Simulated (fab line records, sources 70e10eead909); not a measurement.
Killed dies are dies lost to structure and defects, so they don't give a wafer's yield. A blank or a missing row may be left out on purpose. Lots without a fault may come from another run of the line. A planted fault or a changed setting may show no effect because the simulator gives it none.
Which tool did it? | flow nand_harc | 12 lots, 36 wafers sampled, at 6 steps of a route of 1159

WHAT THE GAUGES READ, wafer by wafer
NHARC_P_ZERO_WELL_CD_MEAS_24: target cd 720 nm.
lot  | measured    | on        | cd_nm (nm)
L665 | day 1 14:35 | cd_sem-03 | 720.6 719.3 718.9
L666 | day 1 20:23 | cd_sem-02 | 722.8 719.1 719.8
L667 | day 2 02:27 | cd_sem-02 | 732.4 728.6 728.8
L668 | day 2 08:27 | cd_sem-01 | 729.8 730.5 729.9
L669 | day 2 14:27 | cd_sem-02 | 730.6 730.6 729.9
L671 | day 3 02:35 | cd_sem-03 | 728.8 729.1 728.7
L675 | day 4 02:28 | cd_sem-02 | 718.5 719.2 719.4
L677 | day 4 14:37 | cd_sem-03 | 721.2 720.5 723.3
L681 | day 5 14:29 | cd_sem-01 | 720.5 720.6 720.8
L684 | day 6 08:35 | cd_sem-03 | 722.3 719.1 721.6
L685 | day 6 14:35 | cd_sem-01 | 719.6 720.7 717.8
L686 | day 6 20:29 | cd_sem-01 | 720.0 720.8 721.2

NHARC_P_ZERO_WELL_INSPECT_43.
lot  | measured    | on                | raw_defect_count
L665 | day 1 19:44 | defect_inspect-02 | 17 18 8
L666 | day 2 01:12 | defect_inspect-02 | 13 6 12
L667 | day 2 07:34 | defect_inspect-01 | 23 19 13
L668 | day 2 13:35 | defect_inspect-02 | 12 20 9
L669 | day 2 19:25 | defect_inspect-02 | 16 14 11
L671 | day 3 07:25 | defect_inspect-02 | 20 13 14
L675 | day 4 07:27 | defect_inspect-02 | 19 10 6
L677 | day 4 19:46 | defect_inspect-02 | 21 19 17
L681 | day 5 19:35 | defect_inspect-02 | 15 22 16
L684 | day 6 13:33 | defect_inspect-01 | 15 11 12
L685 | day 6 19:34 | defect_inspect-01 | 14 15 17
L686 | day 7 01:23 | defect_inspect-01 | 5 17 13

NHARC_END_SORT_01.
lot  | measured     | on        | killed_at_array | killed_at_other | killed_at_periphery | killed_dies | killed_open | killed_short
L668 | day 19 18:58 | prober-01 | 37 29 33        | 1 1 3           | 3 2 14              | 41 32 50    | 3 0 3       | 0 1 1
L681 | day 23 07:55 | prober-01 | 52 36           | 2 3             | 3 4                 | 57 43       | 4 3         | 2 1
L684 | day 23 20:16 | prober-01 | 29 23 22        | 0 0 0           | 4 4 1               | 33 27 23    | 3 1 2       | 2 0 0
L685 | day 25 06:07 | prober-02 | 19 21 22        | 1 0 0           | 2 6 0               | 22 27 22    | 1 0 4       | 2 4 1

WHICH TOOL RAN EACH LOT (tool, then ch and the chambers of the sampled wafers, then the start)
lot  | NHARC_P_ZERO_WELL_EXPOSE_21      | NHARC_P_ZERO_WELL_DESCUM_26       | NHARC_P_ZERO_WELL_DESCUM_54
L665 | krf_scanner-04 ch 0, day 1 14:26 | rie_diel-09 ch 1,3, day 1 14:46   | rie_diel-05 ch 0,1,2, day 1 18:03
L666 | krf_scanner-04 ch 0, day 1 20:14 | rie_diel-09 ch 0,2, day 1 20:32   | rie_diel-09 ch 0,1,3, day 1 23:35
L667 | krf_scanner-04 ch 0, day 2 02:18 | rie_diel-09 ch 2,3, day 2 02:37   | rie_diel-11 ch 2,3, day 2 05:53
L668 | krf_scanner-04 ch 0, day 2 08:18 | rie_diel-09 ch 0,1, day 2 08:37   | rie_diel-05 ch 0,3, day 2 11:56
L669 | krf_scanner-04 ch 0, day 2 14:17 | rie_diel-11 ch 0,1,2, day 2 14:38 | rie_diel-09 ch 1,2, day 2 17:47
L671 | krf_scanner-04 ch 0, day 3 02:26 | rie_diel-05 ch 0,2,3, day 3 02:44 | rie_diel-09 ch 0,1,3, day 3 05:48
L675 | krf_scanner-02 ch 0, day 4 02:18 | rie_diel-11 ch 1,2,3, day 4 02:37 | rie_diel-05 ch 0,1,3, day 4 05:47
L677 | krf_scanner-02 ch 0, day 4 14:27 | rie_diel-09 ch 0,2,3, day 4 14:46 | rie_diel-05 ch 1,2,3, day 4 18:04
L681 | krf_scanner-02 ch 0, day 5 14:20 | rie_diel-11 ch 0,1, day 5 14:38   | rie_diel-09 ch 2,3, day 5 17:56
L684 | krf_scanner-02 ch 0, day 6 08:26 | rie_diel-09 ch 0,1,2, day 6 08:47 | rie_diel-11 ch 1,2,3, day 6 11:55
L685 | krf_scanner-03 ch 0, day 6 14:26 | rie_diel-05 ch 2,3, day 6 14:44   | rie_diel-09 ch 1,2, day 6 17:55
L686 | krf_scanner-03 ch 0, day 6 20:20 | rie_diel-11 ch 0,2,3, day 6 20:40 | rie_diel-09 ch 0,1,3, day 6 23:42
- NHARC_P_ZERO_WELL_EXPOSE_21: exposes mask P NWELL, target cd 720 nm.
- NHARC_P_ZERO_WELL_DESCUM_26: chemistry O2, time 3 s.
- NHARC_P_ZERO_WELL_DESCUM_54: chemistry O2, time 3 s.

WHAT THE TOOLS THEMSELVES READ (means of the sampled wafers that have a number; where no wafer has one, the mark that the record gives instead)
NHARC_P_ZERO_WELL_EXPOSE_21.
lot  | tool           | exposure_dose_mJ_cm2
L665 | krf_scanner-04 | 22.294
L666 | krf_scanner-04 | 22.309
L667 | krf_scanner-04 | 23.572
L668 | krf_scanner-04 | 23.547
L669 | krf_scanner-04 | 23.507
L671 | krf_scanner-04 | 23.491
L675 | krf_scanner-02 | 22.306
L677 | krf_scanner-02 | 22.310
L681 | krf_scanner-02 | 22.311
L684 | krf_scanner-02 | 22.326
L685 | krf_scanner-03 | 22.298
L686 | krf_scanner-03 | 22.285

NHARC_P_ZERO_WELL_DESCUM_26.
lot  | tool        | drypump_motor_current_A (A) | oes_product_au (a.u.) | rf_vpp_V (V) | showerhead_plenum_p_Torr (Torr) | throttle_valve_pct (%)
L665 | rie_diel-09 | 5.9                         | 1.003                 | 58.7         | 2.01                            | 11.309
L666 | rie_diel-09 | 6.3                         | 1.015                 | 57.4         | 1.93                            | 11.314
L667 | rie_diel-09 | 5.8                         | 1.006                 | 57.1         | 1.91                            | 11.308
L668 | rie_diel-09 | 6.3                         | 1.000                 | 57.5         | 1.98                            | 11.313
L669 | rie_diel-11 | 5.6                         | 1.011                 | 57.3         | 1.88                            | 11.308
L671 | rie_diel-05 | 5.7                         | 1.000                 | 58.2         | 1.95                            | 11.315
L675 | rie_diel-11 | 5.5                         | 0.997                 | 57.3         | 1.88                            | 11.313
L677 | rie_diel-09 | 5.9                         | 0.998                 | 57.9         | 1.92                            | 11.315
L681 | rie_diel-11 | 5.8                         | 1.001                 | 57.5         | 1.91                            | 11.319
L684 | rie_diel-09 | 6.2                         | 1.006                 | 57.5         | 1.96                            | 11.312
L685 | rie_diel-05 | 5.9                         | 1.005                 | 58.6         | 1.91                            | 11.313
L686 | rie_diel-11 | 5.5                         | 1.005                 | 57.6         | 1.92                            | 11.308

NHARC_P_ZERO_WELL_DESCUM_54.
lot  | tool        | drypump_motor_current_A (A) | oes_product_au (a.u.) | rf_vpp_V (V) | showerhead_plenum_p_Torr (Torr) | throttle_valve_pct (%)
L665 | rie_diel-05 | 5.7                         | 1.003                 | 57.8         | 1.91                            | 11.316
L666 | rie_diel-09 | 6.0                         | 1.002                 | 58.7         | 1.98                            | 11.315
L667 | rie_diel-11 | 5.3                         | 1.007                 | 58.0         | 1.92                            | 11.308
L668 | rie_diel-05 | 5.6                         | 0.992                 | 58.6         | 2.03                            | 11.308
L669 | rie_diel-09 | 6.1                         | 0.996                 | 59.0         | 2.00                            | 11.306
L671 | rie_diel-09 | 6.0                         | 1.004                 | 58.8         | 1.98                            | 11.308
L675 | rie_diel-05 | 5.8                         | 1.003                 | 57.9         | 1.95                            | 11.315
L677 | rie_diel-05 | 5.9                         | 0.999                 | 58.1         | 1.87                            | 11.309
L681 | rie_diel-09 | 5.6                         | 1.010                 | 58.0         | 1.92                            | 11.304
L684 | rie_diel-11 | 5.4                         | 0.999                 | 57.3         | 1.88                            | 11.302
L685 | rie_diel-09 | 6.1                         | 1.001                 | 58.0         | 1.99                            | 11.314
L686 | rie_diel-09 | 6.0                         | 1.004                 | 58.1         | 1.98                            | 11.314

THE ANSWER, worked out from the rows above alone
Rule: what is usual is taken from the lots themselves. Put in order of their means at a reading, lots are off if they are a third of the lots or fewer, leave a main group of 4 or more, and stand apart from it by a gap of 3 or more times the standard deviation of the main group's means; of several such gaps the widest counts. A main group whose means are all the same, to the digits that the tables above print for the reading, isn't used. A lot without any number at a reading at which 4 lots or more have one is off too. The other lots that the step has rows for count as sound. The gauges are gone through in route order, then the tools' own readings, and for those a lot's mean is taken as printed above. The first step at which some lot is off is used, and at that step the reading that is off furthest; a lot without a number counts as furthest.
Off: L667, L668, L669, L671, at NHARC_P_ZERO_WELL_CD_MEAS_24 (cd_nm). The main group: mean 720.3 nm, standard deviation 0.84.
A tool fits if, at a process step before that reading, it ran every lot that is off, and no sound lot after the first of them. The gauges at NHARC_P_ZERO_WELL_CD_MEAS_24 aren't tried: what is off there is off at NHARC_P_ZERO_WELL_EXPOSE_21 too, on other tools, and a gauge's error can't cause that. One fits: krf_scanner-04 at NHARC_P_ZERO_WELL_EXPOSE_21. Its last sound lot is L666 (day 1 20:14), its first lot that is off L667 (day 2 02:18): a fault that began between those two fits.
The tool's own readings at NHARC_P_ZERO_WELL_EXPOSE_21 bear it out: on the lots that are off they differ by more than 5 times the standard deviation of the sound lots' means. exposure_dose_mJ_cm2 reads 23.529 there against 22.305 on the sound lots.

WHAT THE SIMULATOR HAD PUT IN
Process parameter drift: krf_scanner-04, from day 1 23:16 on, at NHARC_P_ZERO_WELL_EXPOSE_21. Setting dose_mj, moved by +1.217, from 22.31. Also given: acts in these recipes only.
Lots struck among those shown: L667, L668, L669, L671. The rule above found the same.
